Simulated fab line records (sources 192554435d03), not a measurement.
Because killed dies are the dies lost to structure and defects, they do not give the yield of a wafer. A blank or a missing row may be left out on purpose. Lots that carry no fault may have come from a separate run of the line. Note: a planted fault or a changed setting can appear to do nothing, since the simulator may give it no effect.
fab line records	flow n5_finfet
record lots=8	wafers=24	last_day=20
route steps=1938 shown BEOL_M4@1111 BEOL_M12@1637 BEOL_M13@1659 PASSIVATION@1936
lots that met no fault: from a run of the same line without faults
start_h: start of the lot's first displayed wafer, in hours after the record's first day	wait_h: hours elapsed since this lot's preceding step	" identical to the entry in the row above	L1.1+2: one row covering several wafers at once	- no value, or no start was given	* or withheld: withheld	< > ~ a bound
route shown NAME@n: NAME is a module with steps in the file, n the number in the route of the first one	usual: mean and standard deviation over wafers with no fault	same: alike in all rows	chamber/n: place in a boat	sites: the reading at each site	_std_site: their standard deviation	_edge_site: the outer-site mean with the inner-site mean subtracted	radius_mm: for every site, how far away it sits from the centre of the wafer	mask NAME#n: copy n	behind: the most recent tool/chamber to have shaped the wafer	hold: why the lot was held/for how many hours/how that ended	device: names the non-switching transistor (n, p or np)	end of line: the tests these same wafers got at the end of their route	a step without rows: its recipe alone	killed: the dies lost at the first sort to structure and to defects; this is not the yield of the wafer	map: the dies of a wafer, with x for killed, . for not killed, _ for no die there
set.NAME: the setting that was run; set.NAME@STEP: the one run at that earlier step	model.NAME: the simulator's own value behind a step, which no gauge read
the route's steps for a sample of lots (tables are steps, rows are wafers)
services: the hour from which a tool's chamber was out of use, counted from the record's first day as start_h (under 0 if before that day), plus the number of hours and why
## steps
# step N5_BEOL_M4_RC_MEAS_101
# usual DIBL_N=37.1/2.6	DIBL_P=38/3	IOFF_N=0.18/0.052	IOFF_P=0.25/0.06	ION_N=678/15	ION_P=467/8.6	SS_N=71.7/0.73	SS_P=73.7/0.89	VT_N=249/4.3	VT_P=-248/3.8
lot.wafer	tool	chamber	start_h	wait_h	DIBL_N[mV/V]	DIBL_P[mV/V]	IOFF_N[nA/um]	IOFF_P[nA/um]	ION_N[uA/um]	ION_P[uA/um]	SS_N[mV/dec]	SS_P[mV/dec]	VT_N[mV]	VT_P[mV]
L594.3	prober-01	0	231.10	0.3	33.4	34	0.13	0.20	648	455	72.0	72.2	254	-247
L594.4	"	0	"	"	32.1	32	0.12	0.16	659	458	70.9	71.6	253	-252
L594.6	"	0	"	"	32.3	33	0.10	0.17	648	454	70.4	71.5	260	-251
L596.1	prober-02	0	245.30	0.0	36.0	34	0.14	0.20	676	465	71.2	72.9	248	-250
L596.4	"	0	"	"	36.3	36	0.17	0.24	692	472	71.6	73.4	244	-246
L596.6	"	0	"	"	36.3	35	0.15	0.24	691	474	71.2	72.7	249	-248
L597.3	prober-01	0	257.73	0.7	37.3	39	0.21	0.29	708	478	71.3	74.5	242	-242
L597.5	"	0	"	"	36.6	36	0.16	0.23	683	467	72.1	73.8	248	-246
L597.6	"	0	"	"	36.6	38	0.18	0.29	682	476	70.9	74.0	243	-243
L608.3	prober-02	0	316.35	0.3	38.4	40	0.22	0.28	711	479	72.2	73.7	246	-248
L608.5	"	0	"	"	38.2	39	0.21	0.25	687	465	71.8	73.8	247	-250
L608.6	"	0	"	"	38.4	41	0.22	0.30	685	471	72.6	74.4	246	-246
L610.2	prober-01	0	342.59	0.2	38.9	39	0.21	0.29	685	470	72.4	73.9	247	-243
L610.4	"	0	"	"	38.1	40	0.19	0.34	683	478	72.1	73.0	246	-242
L610.5	"	0	"	"	40.2	41	0.25	0.35	692	478	72.4	74.0	243	-241
L613.1	prober-01	0	348.65	0.0	35.4	38	0.15	0.20	669	457	71.1	73.4	253	-252
L613.5	"	0	"	"	36.7	39	0.18	0.22	688	465	71.8	73.7	246	-252
L613.6	"	0	"	"	35.1	38	0.15	0.21	669	460	71.3	73.4	251	-251
L616.2	prober-02	0	367.82	0.2	36.5	39	0.19	0.26	704	484	71.2	74.6	244	-243
L616.3	"	0	"	"	37.0	39	0.19	0.26	674	462	72.0	73.8	248	-248
L616.4	"	0	"	"	38.3	41	0.23	0.30	700	477	71.3	74.7	245	-248
L617.1	prober-02	0	375.35	0.0	39.7	42	0.26	0.32	694	474	72.8	75.2	241	-245
L617.2	"	0	"	"	40.2	42	0.25	0.33	682	475	72.6	74.5	246	-245
L617.4	"	0	"	"	38.0	39	0.22	0.26	681	466	72.4	74.2	245	-246
# step N5_BEOL_M12_ETCH_68
# recipe chemistry=N2/H2	target=SOC	mask_material=SiARC	source_w=3000	bias_w=350	temp_c=40	time_s=285	ion_energy_ev=200	pressure_mtorr=30	n2_flow_sccm=200	h2_flow_sccm=200
# usual drypump_motor_current_A=5.6/0.55	oes_product_au=0.80/0.083	rf_fwd_power_W=2991/10	rf_vpp_V=523.7/2.1	showerhead_plenum_p_Torr=2.54/0.078	throttle_valve_pct=17.54/0.3
lot.wafer	tool	chamber	start_h	wait_h	drypump_motor_current_A	oes_product_au	rf_fwd_power_W	rf_hours_counter_h	rf_vpp_V	showerhead_plenum_p_Torr	throttle_valve_pct
L594.3	rie_diel-04	1	304.45	0.1	6.4	0.82	2996	76	525.2	2.59	17.93
L594.4	"	2	"	"	4.9	0.71	2983	-	522.6	2.54	17.48
L594.6	"	0	"	"	5.7	0.95	2981	-	522.3	2.47	17.13
L596.1	rie_diel-04	1	312.10	0.1	6.4	0.81	2993	82	525.2	2.59	17.95
L596.4	"	0	"	"	5.7	0.93	2988	-	522.3	2.47	17.14
L596.6	"	2	"	"	4.9	0.71	2985	-	524.3	2.53	17.48
L597.3	rie_diel-04	1	318.36	0.1	6.3	0.82	3015	85	525.0	2.59	17.94
L597.5	"	2	"	"	4.9	0.70	2987	-	524.5	2.53	17.49
L597.6	"	1	"	"	6.4	0.82	3000	-	524.6	2.59	17.95
L608.3	rie_diel-05	0	384.37	0.1	5.3	0.74	2990	167	521.6	2.53	17.64
L608.5	"	1	"	"	6.4	0.79	2992	-	522.1	2.46	17.49
L608.6	"	0	"	"	5.3	0.74	2984	-	524.0	2.53	17.65
L610.2	rie_diel-04	1	412.99	0.1	6.4	0.79	2984	118	524.5	2.57	18.02
L610.4	"	2	"	"	4.9	0.69	2997	224	522.2	2.52	17.55
L610.5	"	0	"	"	5.7	0.86	2979	-	523.3	2.45	17.18
L613.1	rie_diel-04	2	419.82	0.1	4.9	0.69	2975	226	523.0	2.52	17.54
L613.5	"	1	"	"	6.3	0.78	2985	-	524.0	2.57	18.01
L613.6	"	2	"	"	4.9	0.69	2992	-	522.9	2.52	17.55
L617.1	rie_diel-01	0	438.28	0.1	5.5	0.92	2993	29	523.0	2.49	17.48
L617.2	"	2	"	"	5.2	0.82	2997	72	528.7	2.68	17.27
L617.4	"	2	"	"	5.2	0.82	2981	-	527.1	2.68	17.25
L616.2	rie_diel-05	1	439.56	0.1	6.4	0.77	2993	121	519.5	2.45	17.51
L616.3	"	2	"	"	5.4	0.70	2986	224	523.0	2.50	17.51
L616.4	"	3	"	"	5.3	0.80	2985	102	520.0	2.45	17.65
# step N5_BEOL_M12_OCD_MEAS_35
# usual trench_depth_nm=317/5.7
lot.wafer	tool	chamber	start_h	wait_h	trench_depth_nm
L594.3	ocd-02	-	304.79	0.0	321
L594.4	"	-	"	"	313
L594.6	"	-	"	"	324
L596.1	ocd-01	-	312.43	0.0	313
L596.4	"	-	"	"	319
L596.6	"	-	"	"	311
L597.3	ocd-01	-	318.69	0.0	319
L597.5	"	-	"	"	310
L597.6	"	-	"	"	321
L608.3	ocd-02	-	384.71	0.0	320
L608.5	"	-	"	"	319
L608.6	"	-	"	"	320
L610.2	ocd-01	-	413.33	0.0	321
L610.4	"	-	"	"	315
L610.5	"	-	"	"	322
L613.1	ocd-02	-	420.15	0.0	313
L613.5	"	-	"	"	321
L613.6	"	-	"	"	313
L617.1	ocd-02	-	438.61	0.0	324
L617.2	"	-	"	"	319
L617.4	"	-	"	"	316
L616.2	ocd-02	-	439.90	0.0	317
L616.3	"	-	"	"	311
L616.4	"	-	"	"	313
# step N5_BEOL_M12_SPUTTER_43
# recipe material=TaN	target_thk_a=150	temp_c=50	bias_v=168.6	power_w=15000	chamber_pressure_pa=0.12	time_s=24.19
# usual throttle_valve_pct=30.4/0.64
lot.wafer	tool	chamber	start_h	wait_h	throttle_valve_pct
L594.3	pvd_sputter-01	-	305.70	0.0	29.7
L594.4	"	-	"	"	31.0
L594.6	"	-	"	"	31.0
L596.1	pvd_sputter-01	-	314.92	0.0	31.1
L596.4	"	-	"	"	30.5
L596.6	"	-	"	"	30.4
L597.3	pvd_sputter-02	-	323.26	0.0	29.5
L597.5	"	-	"	"	31.0
L597.6	"	-	"	"	29.4
L608.3	pvd_sputter-02	-	387.55	0.0	30.4
L608.5	"	-	"	"	30.2
L608.6	"	-	"	"	30.0
L610.2	pvd_sputter-01	-	414.52	0.0	29.8
L610.4	"	-	"	"	30.3
L610.5	"	-	"	"	30.6
L613.1	pvd_sputter-01	-	420.67	0.0	29.8
L613.5	"	-	"	"	30.4
L613.6	"	-	"	"	30.8
L617.1	pvd_sputter-01	-	439.80	0.0	29.9
L617.2	"	-	"	"	30.2
L617.4	"	-	"	"	30.8
L616.2	pvd_sputter-03	-	440.44	0.0	32.1
L616.3	"	-	"	"	29.2
L616.4	"	-	"	"	30.7
# step N5_BEOL_M13_ILD_DEP_00
# recipe material=SiOC	target_thk_a=8379.2	temp_c=350	precursor=DEMS/O2	pressure_torr=5	rf_w=500	time_s=166.4
# usual heater_power_w=469/75	rf_fwd_power_W=498.4/1.8	run_length_s=211.2/0.52	showerhead_plenum_p_Torr=5.693/0.012	showerhead_vpp_V=1395/58	throttle_valve_pct=11.8/0.81
lot.wafer	tool	chamber	start_h	wait_h	heater_power_w	rf_fwd_power_W	run_length_s	showerhead_plenum_p_Torr	showerhead_vpp_V	throttle_valve_pct
L594.3	pecvd-02	2	306.91	0.0	324	498.4	211.3	5.686	1315	11.0
L594.4	"	1	"	"	462	496.7	211.6	5.694	1479	12.3
L594.6	"	0	"	"	471	495.6	211.0	5.672	1446	11.7
L596.1	pecvd-02	2	316.19	0.0	334	500.8	211.4	5.685	1336	10.7
L596.4	"	2	"	"	357	-	106.4	5.701	1302	10.6
L596.6	"	1	"	"	503	-	106.8	5.699	1461	12.3
L597.3	pecvd-04	2	324.48	0.0	501	499.6	211.0	5.691	1366	11.5
L597.5	"	1	"	"	411	498.9	212.0	5.707	1339	13.5
L597.6	"	0	"	"	594	497.0	210.9	5.699	1403	11.5
L608.3	pecvd-03	2	388.77	0.0	476	494.8	211.2	5.663	1485	10.7
L608.5	"	2	"	"	508	495.5	210.9	5.679	1490	10.9
L608.6	"	1	"	"	442	499.6	212.1	5.693	1403	12.4
L610.2	pecvd-02	1	415.74	0.0	518	500.1	211.4	5.702	1436	12.2
L610.4	"	0	"	"	386	499.5	210.8	5.688	1455	11.5
L610.5	"	1	"	"	554	499.9	211.8	5.697	1466	12.1
L613.1	pecvd-02	1	421.88	0.0	497	497.9	211.6	5.717	1480	12.4
L613.5	"	2	"	"	342	497.6	211.5	5.689	1295	10.7
L613.6	"	0	"	"	490	501.2	211.5	5.699	1449	11.6
L617.1	pecvd-02	1	441.00	0.0	556	499.0	211.8	5.704	1482	12.0
L617.2	"	2	"	"	327	498.0	211.2	5.668	1312	10.8
L617.4	"	1	"	"	472	497.8	211.7	5.697	1470	12.2
L616.2	pecvd-02	1	441.64	0.0	548	500.2	211.4	5.698	1462	12.3
L616.3	"	0	"	"	482	499.8	211.1	5.692	1438	11.5
L616.4	"	2	"	"	347	499.8	211.0	5.684	1309	10.6
# step N5_BEOL_M13_THK_MEAS_01
# recipe reads=SiOC_of_BEOL_M13_ILD_DEP_00
# usual M13_ILD_THK=838/10
lot.wafer	tool	chamber	start_h	wait_h	M13_ILD_THK[nm]
L594.3	film_metro-02	-	307.06	0.1	839
L594.4	"	-	"	"	838
L594.6	"	-	"	"	842
L596.1	film_metro-02	-	316.34	0.1	861
L596.4	"	-	"	"	339
L596.6	"	-	"	"	322
L597.3	film_metro-02	-	324.63	0.1	846
L597.5	"	-	"	"	853
L597.6	"	-	"	"	847
L608.3	film_metro-02	-	388.92	0.1	828
L608.5	"	-	"	"	840
L608.6	"	-	"	"	835
L610.2	film_metro-01	-	415.89	0.1	831
L610.4	"	-	"	"	857
L610.5	"	-	"	"	846
L613.1	film_metro-01	-	422.03	0.1	830
L613.5	"	-	"	"	833
L613.6	"	-	"	"	845
L617.1	film_metro-01	-	441.15	0.1	824
L617.2	"	-	"	"	823
L617.4	"	-	"	"	831
L616.2	film_metro-02	-	441.79	0.1	826
L616.3	"	-	"	"	830
L616.4	"	-	"	"	839
# step N5_BEOL_M13_STRIP_63
# recipe chemistry=N2/H2	power_w=1000	temp_c=250	h2_frac=0.65	overash_fraction=0.3	pressure_mtorr=1000	n2_flow_sccm=1750	h2_flow_sccm=3250
# usual drypump_motor_current_A=5.57/0.21	heater_power_w=320/36	oes_product_au=0.673/0.0044	strip_time_to_endpoint_s=27.6/1.2
lot.wafer	tool	chamber	start_h	wait_h	drypump_motor_current_A	heater_power_w	oes_product_au	rf_hours_counter_h	strip_time_to_endpoint_s
L594.3	plasma_asher-01	1	307.92	-	5.53	374	0.665	-	27.8
L594.4	"	0	"	"	5.30	282	0.677	-	26.1
L594.6	"	0	"	"	5.28	277	0.673	-	25.8
L596.1	plasma_asher-01	1	317.06	-	5.51	367	0.663	144	26.5
L596.4	"	1	"	"	5.52	380	0.827	-	67.5
L596.6	"	1	"	"	5.54	384	0.838	-	68.6
L597.3	plasma_asher-02	1	325.40	-	5.83	312	0.674	-	27.3
L597.5	"	0	"	"	5.67	317	0.675	-	27.1
L597.6	"	1	"	"	5.82	313	0.678	-	27.0
L608.3	plasma_asher-01	0	389.95	-	5.31	280	0.674	-	27.6
L608.5	"	0	"	"	5.26	280	0.672	-	27.8
L608.6	"	1	"	"	5.53	385	0.678	-	28.6
L610.2	plasma_asher-01	0	416.61	-	5.25	276	0.679	167	28.2
L610.4	"	1	"	"	5.53	380	0.677	-	24.1
L610.5	"	1	"	"	5.50	368	0.678	-	26.5
L613.1	plasma_asher-02	0	422.84	-	5.67	309	0.669	96	28.2
L613.5	"	0	"	"	5.67	309	0.669	-	28.4
L613.6	"	1	"	"	5.85	314	0.675	-	27.9
L617.1	plasma_asher-01	1	441.86	-	5.54	379	0.671	173	29.2
L617.2	"	0	"	"	5.30	278	0.676	173	29.7
L617.4	"	0	"	"	5.28	273	0.668	-	29.7
L616.2	plasma_asher-01	0	442.50	-	5.29	275	0.681	173	28.9
L616.3	"	1	"	"	5.50	368	0.677	-	29.2
L616.4	"	0	"	"	5.30	281	0.670	-	27.8
# step N5_PASSIVATION_PROBE_49
# usual defect_limited_yield=91.4/1.4	killed_at_M0_to_M3=34/9.1	killed_at_M4_up=14/5.2	killed_at_contacts=12/6.4	killed_at_front_end=38/11	killed_at_other=3.7/2.8	killed_dies=102/17	killed_on_rim=14/3.9	killed_open=68/13	killed_short=32/7.8	sort_bin_5_function=5.1/1	sort_bin_6_memory=3.2/0.66	sort_n_pass=1076/19	sort_yield_pct=91.2/1.6
# same gross_dies=1180	killed_at_back_side=0	sort_bin_4_leakage[%]=0	sort_bin_8_speed[%]=0
lot.wafer	tool	chamber	start_h	wait_h	defect_limited_yield[%]	killed_at_M0_to_M3	killed_at_M4_up	killed_at_contacts	killed_at_front_end	killed_at_other	killed_dies	killed_on_rim	killed_open	killed_short	sort_bin_5_function[%]	sort_bin_6_memory[%]	sort_n_pass	sort_yield_pct[%]
L594.3	prober-01	-	337.17	0.1	91.1	46	10	9	38	2	105	18	73	31	6.0	2.7	1075	91.1
L594.4	prober-01	-	337.22	0.2	91.6	25	19	9	39	7	99	12	65	32	5.3	2.8	1081	91.6
L594.6	prober-01	-	337.32	0.3	92.5	37	12	12	26	2	89	13	65	24	4.6	2.8	1091	92.5
L596.1	prober-01	-	350.21	0.0	92.1	36	11	8	36	2	93	13	46	44	5.0	2.7	1087	92.1
L596.4	prober-01	-	350.36	0.2	0	32	1095	11	39	3	1180	152	55	37	5.4	2.1	0	0
L596.6	prober-01	-	350.46	0.3	0	26	1115	5	31	3	1180	152	42	25	3.6	2.2	0	0
L597.3	prober-01	-	359.22	0.1	92.1	28	20	13	27	5	93	20	62	27	4.5	3.2	1087	92.1
L597.5	prober-01	-	359.32	0.2	89.7	30	25	12	43	11	121	14	84	34	6.0	4.1	1059	89.7
L597.6	prober-01	-	359.37	0.3	89.7	50	14	9	39	9	121	22	84	36	5.3	4.7	1059	89.7
L608.3	prober-01	-	426.42	0.1	91.1	26	21	3	53	2	105	12	65	37	5.2	3.3	1075	91.1
L608.5	prober-01	-	426.52	0.2	91.9	34	9	15	31	6	95	12	62	32	5.5	2.5	1085	91.9
L608.6	prober-01	-	426.57	0.3	91.4	20	15	5	51	10	101	10	60	39	4.7	3.2	1079	91.4
L610.2	prober-01	-	449.17	0.1	92.4	28	17	21	23	1	90	8	67	22	4.7	2.7	1090	92.4
L610.4	prober-01	-	449.27	0.2	92.1	37	18	5	32	1	93	13	65	28	4.7	2.9	1087	92.1
L610.5	prober-01	-	449.32	0.2	91.1	47	14	23	21	0	105	15	65	39	5.6	3.1	1075	91.1
L613.1	prober-01	-	450.88	0.0	90.7	46	19	9	33	3	110	20	81	28	5.3	3.6	1070	90.7
L613.5	prober-01	-	451.08	0.2	88.6	39	20	16	60	0	135	18	100	34	6.8	4.3	1045	88.6
L613.6	prober-01	-	451.13	0.3	87.5	52	16	24	53	3	148	17	98	46	8.1	4.2	1032	87.5
L617.1	prober-01	-	477.15	0.0	92.5	28	9	14	31	7	89	8	68	21	4.2	3.1	1091	92.5
L617.2	prober-01	-	477.20	0.1	91.9	38	13	20	17	7	95	7	66	29	5.7	2.3	1085	91.9
L617.4	prober-01	-	477.30	0.2	93.2	35	9	9	26	1	80	13	54	26	4.3	2.3	1100	93.2
L616.2	prober-02	-	478.31	0.1	91.6	49	13	5	23	9	99	14	67	32	4.8	3.3	1081	91.6
L616.3	prober-02	-	478.36	0.1	92.2	36	15	12	28	1	92	22	70	22	4.7	3.0	1088	92.2
L616.4	prober-02	-	478.41	0.2	90.3	47	11	7	43	6	114	10	86	28	6.2	3.1	1066	90.3
# killed by level:class
L594.3 BEOL_M2:geometric_particle:open=13 DUMMY_GATE:geometric_particle:open=10 BEOL_M3:geometric_particle:open=9 BEOL_M0_SAQP:geometric_particle:short=9 BEOL_M0_SAQP:geometric_particle:open=8 MOL_CONTACT_COAG:geometric_particle:open=7 FIN_SAQP:geometric_particle:short=5 DUMMY_GATE:geometric_particle:short=4
L594.4 FIN_SAQP:geometric_particle:short=10 BEOL_M4:geometric_particle:open=9 DUMMY_GATE:geometric_particle:open=8 MOL_CONTACT_COAG:geometric_particle:open=7 BEOL_M0_SAQP:geometric_particle:open=7 FIN_SAQP:geometric_particle:open=6 BEOL_M2:geometric_particle:open=4 BEOL_M3:geometric_particle:open=4
L594.6 BEOL_M2:geometric_particle:open=15 MOL_CONTACT_COAG:geometric_particle:open=11 BEOL_M4:geometric_particle:open=7 BEOL_M0_SAQP:geometric_particle:short=5 BEOL_M3:geometric_particle:open=5 STARTING-WAFER:geometric_particle:short=5 DUMMY_GATE:geometric_particle:open=4 BEOL_M0_SAQP:geometric_particle:open=4
L596.1 BEOL_M0_SAQP:geometric_particle:short=11 MOL_CONTACT_COAG:geometric_particle:open=7 BEOL_M1:geometric_particle:open=7 BEOL_M1:geometric_particle:short=6 BEOL_M2:geometric_particle:open=6 FIN_SAQP:geometric_particle:short=5 GATE_CUT:geometric_particle:short=5 FIN_SAQP:geometric_particle:open=4
L596.4 BEOL_M13:area_dep=1087 BEOL_M1:geometric_particle:open=13 GATE_CUT:geometric_particle:short=11 FIN_SAQP:geometric_particle:open=9 FIN_SAQP:geometric_particle:short=9 MOL_CONTACT_COAG:geometric_particle:open=8 BEOL_M0_SAQP:geometric_particle:short=7 BEOL_M0_SAQP:geometric_particle:open=6
L596.6 BEOL_M13:area_dep=1110 GATE_CUT:geometric_particle:short=8 BEOL_M0_SAQP:geometric_particle:open=6 FIN_SAQP:geometric_particle:short=5 BEOL_M0_SAQP:geometric_particle:short=5 STI_FIN_REVEAL:geometric_particle:open=4 MOL_CONTACT_COAG:geometric_particle:open=4 BEOL_M1:geometric_particle:open=4
L597.3 BEOL_M4:geometric_particle:open=10 MOL_CONTACT_COAG:geometric_particle:open=8 BEOL_M2:geometric_particle:open=7 FIN_SAQP:geometric_particle:open=5 STI_FIN_REVEAL:geometric_particle:open=5 BEOL_M3:geometric_particle:open=5 MOL_CONTACT_COAG:geometric_particle:short=5 DUMMY_GATE:geometric_particle:open=4
L597.5 BEOL_M4:geometric_particle:open=17 STI_FIN_REVEAL:geometric_particle:open=16 MOL_CONTACT_COAG:geometric_particle:open=9 BEOL_M3:geometric_particle:open=7 FIN_SAQP:geometric_particle:open=6 GATE_CUT:geometric_particle:short=4 BEOL_M0_SAQP:geometric_particle:short=4 BEOL_M0_SAQP:geometric_particle:open=4
L597.6 BEOL_M2:geometric_particle:open=12 BEOL_M0:geometric_particle:open=10 MOL_CONTACT_COAG:geometric_particle:open=8 BEOL_M4:geometric_particle:open=8 BEOL_M0_SAQP:geometric_particle:short=7 FIN_SAQP:geometric_particle:open=6 STI_FIN_REVEAL:geometric_particle:open=6 BEOL_M3:geometric_particle:open=6
L608.3 FIN_SAQP:geometric_particle:open=12 FIN_SAQP:geometric_particle:short=11 STI_FIN_REVEAL:geometric_particle:open=9 BEOL_M4:geometric_particle:open=7 BEOL_M0_SAQP:geometric_particle:short=7 BEOL_M0_SAQP:geometric_particle:open=7 STI_FIN_REVEAL:geometric_particle:short=5 STARTING-WAFER:geometric_particle:open=5
L608.5 BEOL_M0_SAQP:geometric_particle:short=11 BEOL_M0_SAQP:geometric_particle:open=11 FIN_SAQP:geometric_particle:short=9 MOL_CONTACT_COAG:geometric_particle:open=9 FIN_SAQP:geometric_particle:open=8 STI_FIN_REVEAL:geometric_particle:open=6 MOL_CONTACT_COAG:geometric_particle:short=6 BEOL_M8:geometric_particle:open=4
L608.6 FIN_SAQP:geometric_particle:open=17 FIN_SAQP:geometric_particle:short=16 BEOL_M0_SAQP:geometric_particle:short=6 GATE_CUT:geometric_particle:short=5 MOL_CONTACT_COAG:geometric_particle:open=5 BEOL_M4:geometric_particle:open=5 BEOL_M1:geometric_particle:open=4 BEOL_M8:geometric_particle:open=3
L610.2 MOL_CONTACT_COAG:geometric_particle:open=16 BEOL_M2:geometric_particle:open=13 STI_FIN_REVEAL:geometric_particle:open=6 BEOL_M4:geometric_particle:open=6 MOL_CONTACT_COAG:geometric_particle:short=5 FIN_SAQP:geometric_particle:short=4 GATE_CUT:geometric_particle:open=4 BEOL_M0_SAQP:geometric_particle:short=4
L610.4 BEOL_M0_SAQP:geometric_particle:open=13 BEOL_M0_SAQP:geometric_particle:short=9 BEOL_M2:geometric_particle:open=8 FIN_SAQP:geometric_particle:open=7 BEOL_M5:geometric_particle:open=7 GATE_CUT:geometric_particle:short=6 DUMMY_GATE:geometric_particle:open=5 MOL_CONTACT_COAG:geometric_particle:open=4
L610.5 MOL_CONTACT_COAG:geometric_particle:open=17 BEOL_M0_SAQP:geometric_particle:short=12 BEOL_M0_SAQP:geometric_particle:open=8 MOL_CONTACT_COAG:geometric_particle:short=6 BEOL_M1:geometric_particle:open=6 BEOL_M2:geometric_particle:short=6 BEOL_M2:geometric_particle:open=5 GATE_CUT:geometric_particle:short=4
L613.1 BEOL_M0_SAQP:geometric_particle:open=13 BEOL_M4:geometric_particle:open=11 STI_FIN_REVEAL:geometric_particle:open=10 BEOL_M1:geometric_particle:open=9 MOL_CONTACT_COAG:geometric_particle:open=8 BEOL_M0_SAQP:geometric_particle:short=7 BEOL_M2:geometric_particle:open=6 DUMMY_GATE:geometric_particle:open=5
L613.5 FIN_SAQP:geometric_particle:open=15 STI_FIN_REVEAL:geometric_particle:open=15 BEOL_M2:geometric_particle:open=13 MOL_CONTACT_COAG:geometric_particle:open=12 FIN_SAQP:geometric_particle:short=11 BEOL_M1:geometric_particle:open=10 BEOL_M4:geometric_particle:open=9 BEOL_M3:geometric_particle:open=6
L613.6 MOL_CONTACT_COAG:geometric_particle:open=16 BEOL_M1:geometric_particle:open=15 BEOL_M2:geometric_particle:open=12 FIN_SAQP:geometric_particle:open=10 BEOL_M3:geometric_particle:open=9 STI_FIN_REVEAL:geometric_particle:open=8 MOL_CONTACT_COAG:geometric_particle:short=8 STARTING-WAFER:geometric_particle:open=7
L617.1 MOL_CONTACT_COAG:geometric_particle:open=12 FIN_SAQP:geometric_particle:open=9 BEOL_M3:geometric_particle:open=8 FIN_SAQP:geometric_particle:short=6 BEOL_M2:geometric_particle:open=6 STARTING-WAFER:geometric_particle:open=5 BEOL_M0_SAQP:geometric_particle:open=4 BEOL_M1:geometric_particle:open=4
L617.2 MOL_CONTACT_COAG:geometric_particle:open=17 BEOL_M0_SAQP:geometric_particle:short=10 BEOL_M0_SAQP:geometric_particle:open=10 BEOL_M3:geometric_particle:open=9 BEOL_M4:geometric_particle:open=5 FIN_SAQP:geometric_particle:short=3 FIN_SAQP:geometric_particle:open=3 STI_FIN_REVEAL:geometric_particle:open=3
L617.4 BEOL_M0_SAQP:geometric_particle:open=9 FIN_SAQP:geometric_particle:short=8 FIN_SAQP:geometric_particle:open=7 MOL_CONTACT_COAG:geometric_particle:open=7 BEOL_M3:geometric_particle:open=7 STI_FIN_REVEAL:geometric_particle:open=6 BEOL_M0_SAQP:geometric_particle:short=6 BEOL_M2:geometric_particle:open=3
L616.2 BEOL_M2:geometric_particle:open=13 BEOL_M1:geometric_particle:open=11 BEOL_M0_SAQP:geometric_particle:open=8 STI_FIN_REVEAL:geometric_particle:open=7 BEOL_M4:geometric_particle:open=7 GATE_CUT:geometric_particle:short=6 PASS1_CAP:geometric_particle:short=6 BEOL_M3:geometric_particle:open=5
L616.3 STI_FIN_REVEAL:geometric_particle:open=12 BEOL_M2:geometric_particle:open=12 MOL_CONTACT_COAG:geometric_particle:open=10 BEOL_M3:geometric_particle:open=7 BEOL_M4:geometric_particle:open=6 BEOL_M0_SAQP:geometric_particle:open=5 GATE_CUT:geometric_particle:short=4 BEOL_M5:geometric_particle:open=4
L616.4 STI_FIN_REVEAL:geometric_particle:open=20 BEOL_M2:geometric_particle:open=13 BEOL_M3:geometric_particle:open=8 MOL_CONTACT_COAG:geometric_particle:open=7 BEOL_M0_SAQP:geometric_particle:short=7 BEOL_M0_SAQP:geometric_particle:open=7 FIN_SAQP:geometric_particle:open=5 BEOL_M1:geometric_particle:open=5
## services
tool	chamber	start_h	hours	kind
pecvd-03	0	283.05	2.1	scheduled_down
pecvd-02	0	297.53	2.1	scheduled_down
rie_diel-04	3	304.27	-	clean
rie_diel-04	3	304.27	-	consumable_replace:focus_ring
rie_diel-04	3	304.27	19.4	scheduled_down
rie_diel-04	3	304.27	19.4	vent_cycle
pecvd-04	0	310.70	5.5	scheduled_down
plasma_asher-01	-	318.36	1.5	repair
rie_diel-01	0	346.66	-	clean
rie_diel-01	0	346.66	-	consumable_replace:focus_ring
rie_diel-01	0	346.66	20.2	scheduled_down
rie_diel-01	0	346.66	20.2	vent_cycle
plasma_asher-01	-	347.50	3.3	repair
pecvd-02	2	359.96	-	clean
pecvd-02	2	359.96	29.5	scheduled_down
pecvd-02	2	359.96	29.5	vent_cycle
rie_diel-04	2	364.60	12.6	repair
plasma_asher-02	-	368.23	15.7	repair
pecvd-04	0	377.57	5.4	repair
rie_diel-01	3	395.29	4.1	repair
pecvd-02	-	400.28	6.0	pm
pecvd-04	1	404.41	5.5	scheduled_down
rie_diel-05	0	417.32	6.0	repair
pvd_sputter-03	-	423.06	8.9	repair
## key
first_sign step=N5_BEOL_M13_ILD_DEP_00	reading=run_length_s	direction=down	sigmas=99+	usual=*	struck=*
effect step=N5_BEOL_M13_THK_MEAS_01	reading=M13_ILD_THK	direction=down	sigmas=49	usual=838	struck=330
effect step=N5_BEOL_M13_STRIP_63	reading=oes_product_au	direction=up	sigmas=37	usual=0.673	struck=0.833
effect step=N5_PASSIVATION_PROBE_49	reading=killed_at_M4_up	direction=up	sigmas=99+	usual=14	struck=1105
more_kills_born_at N5_BEOL_M13_ILD_DEP_00@pecvd-02=2197
met_at N5_BEOL_M13_ILD_DEP_00
struck_lots L596
struck_wafers L596.4,L596.6
later_rows_left_out L596.4,L596.6
not_acting_at N5_BEOL_M12_ETCH_68,N5_BEOL_M12_OCD_MEAS_35,N5_BEOL_M12_SPUTTER_43
onset_between 306.91 316.19
fault kind=process_parameter_drift	tool=pecvd-02	chamber=-	onset_h=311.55	steps=N5_BEOL_M13_ILD_DEP_00	channel=time_s	offset=*	shape=step	end_h=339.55	scope=struck_wafers_only	acts_in=*	stated=*
# later_rows_left_out: the simulator's readings of these wafers behind a module that went badly wrong aren't trusted and aren't shown, but for the sort
